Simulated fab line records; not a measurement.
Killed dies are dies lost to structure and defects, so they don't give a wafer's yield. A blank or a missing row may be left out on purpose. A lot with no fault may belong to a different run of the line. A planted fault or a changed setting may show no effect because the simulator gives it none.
Matching of chambers + flow nand_harc + NHARC_A_WL_FILL_ETCHBACK_16 on rie_diel-08 has 4 sister chambers
The step etches the open film in C4F8/O2/Ar, target depth 88 nm, time 17.6 s. 16 wafers are shown with their chamber, then 8 later ones without.

EACH WAFER AND ITS CHAMBER
| wafer  | chamber | rf_vpp_V (V) | bias_w (W) | chamber_pressure_mTorr (mTorr) |
|--------|---------|--------------|------------|--------------------------------|
| L882.3 | 0       | 729          | 800.8      | 25.004                         |
| L882.4 | 3       | 718          | 800.5      | 25.040                         |
| L882.5 | 2       | 726          | 800.5      | 24.987                         |
| L883.3 | 0       | 729          | 793.3      | 25.003                         |
| L883.4 | 1       | 731          | 799.6      | 25.015                         |
| L883.5 | 2       | 726          | 799.9      | 24.963                         |
| L891.2 | 3       | 718          | 800.3      | 25.017                         |
| L891.3 | 0       | 729          | 801.6      | 25.054                         |
| L891.4 | 2       | 725          | 801.1      | 24.992                         |
| L892.2 | 3       | 718          | 805.2      | 25.005                         |
| L892.4 | 2       | 726          | 799.2      | 25.032                         |
| L892.6 | 0       | 728          | 801.6      | 24.996                         |
| L894.2 | 3       | 717          | 800.6      | 24.992                         |
| L894.3 | 0       | 730          | 798.6      | 24.993                         |
| L894.6 | 0       | 730          | 798.0      | 25.055                         |
| L902.1 | 2       | 726          | 799.1      | 25.007                         |

SIGNATURES (means of the wafers above)
| reading                | chamber 0 | chamber 1 | chamber 2 | chamber 3 | scatter within a chamber |
|------------------------|-----------|-----------|-----------|-----------|--------------------------|
| rf_vpp_V               | 729.17    | 731.00    | 725.80    | 717.75    | 0.604                    |
| bias_w                 | 798.983   | 799.600   | 799.960   | 801.650   | 2.42                     |
| chamber_pressure_mTorr | 25.01750  | 25.01500  | 24.99620  | 25.01350  | 0.0259                   |
Rule: a wafer lies at a distance from a chamber equal to the root of the sum of squares, over the readings, of (its reading less the chamber's mean, divided by the reading's scatter). If the next closest chamber is less than 2 further off than the closest, the wafer can't be placed; otherwise it belongs to the closest. The scatter: the root of (the sum of the squares of (reading less its chamber's mean) over the shown wafers, divided by (wafers less chambers)).

WAFERS WITH NO CHAMBER GIVEN
| wafer  | rf_vpp_V (V) | bias_w (W) | chamber_pressure_mTorr (mTorr) |
|--------|--------------|------------|--------------------------------|
| L902.2 | 717          | 799.1      | 24.982                         |
| L902.3 | 729          | 799.4      | 24.983                         |
| L903.2 | 724          | 804.4      | 24.979                         |
| L903.3 | 729          | 798.0      | 24.962                         |
| L903.6 | 718          | 799.2      | 25.012                         |
| L904.2 | 729          | 802.0      | 25.002                         |
| L904.3 | 730          | 794.2      | 25.027                         |
| L904.6 | 729          | 794.6      | 24.968                         |

THE CHAMBER EACH PASSED THROUGH
| wafer  | from the rows above     | in truth |
|--------|-------------------------|----------|
| L902.2 | 3                       | 3        |
| L902.3 | 0                       | 0        |
| L903.2 | 2                       | 2        |
| L903.3 | can't be placed: 0 or 1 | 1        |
| L903.6 | 3                       | 3        |
| L904.2 | 0                       | 0        |
| L904.3 | can't be placed: 0 or 1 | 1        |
| L904.6 | can't be placed: 0 or 1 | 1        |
Placed correctly: 5 of 8. Not placeable from these rows: 3 (in 3, the candidates include the true chamber). Number placed wrongly: 0.
